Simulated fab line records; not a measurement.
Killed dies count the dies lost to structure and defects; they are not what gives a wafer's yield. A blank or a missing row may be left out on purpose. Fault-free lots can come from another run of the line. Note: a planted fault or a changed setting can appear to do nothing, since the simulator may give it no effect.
8D (eight disciplines) problem report, filled in by code ; flow nand-harc ; the parts of the form that need people (team, actions taken, sign-off) are left out

## 1. THE ISSUE
At NHARC_A_STAIRCASE_ETCH_170, run-length-s averages 91.4 s over 5 wafers from 3 lots, while fault-free wafers read 87.9 s, standard deviation 0.47. Measured from the usual mean, that is +7.5 standard deviations.
The step: etches the open film in C4F6/O2, target depth 200 nm, time 66.667 s.
Seen first at day 14 14:52 on rie-diel-04, wafer L853.3. The record has a number at this step for 33 wafers belonging to 12 lots. The rule behind "out" and "out of limits": a value lying over 4 standard deviations away from the usual mean. All remaining wafers that have a number are taken as sound.

## 2. WHAT IT IS, AND WHAT IT ISN'T
question;is;is not
which readings at this step;run-length-s;drypump-motor-current-A, oes-product-au, rf-vpp-V, showerhead-plenum-p-Torr, throttle-valve-pct
which lots;L853, L855, L856;L837, L838, L839, L843, L844, L847, L858, L859, L860
which wafers of those lots;L853.3, L855.3, L855.4, L856.3, L856.4;L853.5
read on which tools;rie-diel-04;rie-diel-01, rie-diel-02
when;from day 14 14:52;"up to then (19 sound wafers); but 9 sound wafers of L858, L859, L860 came after"

## 3. SUSPECTS, AND WHAT RULES EACH OUT
Counting: if a tool at a process step up to the reading ran every lot that is out, it stays a suspect. Sound lots after the first of them don't rule it out here, since some wafers of a struck lot are sound.
- rie-diel-04 at NHARC_A_STAIRCASE_ETCH_169 (etches the open film in CH3F/O2, target depth 50 nm, time 107.1 s): kept. It ran every lot that is out, first L853 (day 14 14:43); its last sound lot up to then is L839 (day 11 06:54).
- rie-diel-04 at NHARC_A_STAIRCASE_ETCH_170 (etches the open film in C4F6/O2, target depth 200 nm, time 66.667 s): kept. It ran every lot that is out, first L853 (day 14 14:52); its last sound lot up to then is L839 (day 11 07:02). On those wafers its own readings are out: run-length-s.
- Within rie-diel-04 at NHARC_A_STAIRCASE_ETCH_170: the wafers that are out ran in chambers 1, 2, 3; their sound lot-mates ran in chamber 0.
What counting leaves: rie-diel-04 at NHARC_A_STAIRCASE_ETCH_169 and rie-diel-04 at NHARC_A_STAIRCASE_ETCH_170.

## 4. THE CAUSE (what the simulator had put in)
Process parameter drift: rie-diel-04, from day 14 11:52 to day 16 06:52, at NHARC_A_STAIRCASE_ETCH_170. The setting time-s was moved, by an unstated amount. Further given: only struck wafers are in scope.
After counting, 2 suspects remain, this tool included.

## 5. THE CHAIN OF EFFECTS, in route order
Each row: a reading whose mean over the struck wafers that have a number lies more than 3 standard deviations from the usual. Only readings whose record carries a usual standard deviation are examined. hours: median over the lots of the time between each lot's start at the first step of this table that gives one and its start at this step. sigmas: the change, counted in usual standard deviations.
hours;step;reading;usual;on struck wafers;change;sigmas
0;NHARC_A_STAIRCASE_ETCH_170;run-length-s;87.9 s;91.4;+3.5;+7.5
The process steps in it:
- NHARC_A_STAIRCASE_ETCH_170: etches the open film in C4F6/O2, target depth 200 nm, time 66.667 s.
Later measuring or inspecting steps at which every struck wafer that the step has a row for has a number for every such reading, and none has moved that far: NHARC_END_SORT_01.

## 6. WHAT WOULD HAVE CAUGHT IT SOONER
First out-of-limits reading in this record: day 14 14:52, which is 3 hours after fault onset at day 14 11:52.
